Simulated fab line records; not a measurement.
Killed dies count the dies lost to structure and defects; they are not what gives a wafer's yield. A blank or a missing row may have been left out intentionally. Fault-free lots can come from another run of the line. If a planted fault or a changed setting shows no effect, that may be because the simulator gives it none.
Chamber matching | flow n5 finfet | N5_FIN_CUT_STRIP_24 on rie diel-04: 4 sister chambers
The step strips in CF4. 4 wafers are shown with their chamber, then 9 later ones without.

WAFERS, EACH WITH ITS CHAMBER
wafer  | chamber | drypump motor current A (A)
L082.4 | 1       | 6.5
L082.5 | 2       | 5.7
L091.3 | 3       | 6.7
L091.6 | 0       | 5.7

WAFERS WITHOUT THEIR CHAMBER
wafer  | drypump motor current A (A)
L093.3 | 5.7
L093.4 | 5.7
L093.6 | 5.7
L094.1 | 6.6
L094.5 | 6.5
L094.6 | 5.7
L097.3 | 5.7
L097.5 | 5.7
L097.6 | 6.6

WHICH CHAMBER EACH ONE RAN IN
wafer  | from the rows above     | in truth
L093.3 | can't be placed: 0 or 2 | 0
L093.4 | can't be placed: 0 or 2 | 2
L093.6 | can't be placed: 0 or 2 | 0
L094.1 | can't be placed: 1 or 3 | 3
L094.5 | 1                       | 1
L094.6 | can't be placed: 0 or 2 | 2
L097.3 | can't be placed: 0 or 2 | 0
L097.5 | can't be placed: 0 or 2 | 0
L097.6 | can't be placed: 1 or 3 | 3
Correctly placed: 1 of 9. Unplaceable from these rows: 8, with the true chamber sitting among the candidates in 8. Placed wrongly: 0.
How it was worked out, from the rows above alone: a wafer's distance from a chamber is the root of the sum, over the readings, of the square of ((its reading less the chamber's mean) divided by the reading's scatter). If the next closest chamber is less than 2 further off than the closest, the wafer can't be placed; otherwise it belongs to the closest. A chamber's mean is the mean of its shown wafers. The scatter: root of mean squared gap, hidden wafer to nearest shown wafer, with one shown wafer a chamber.
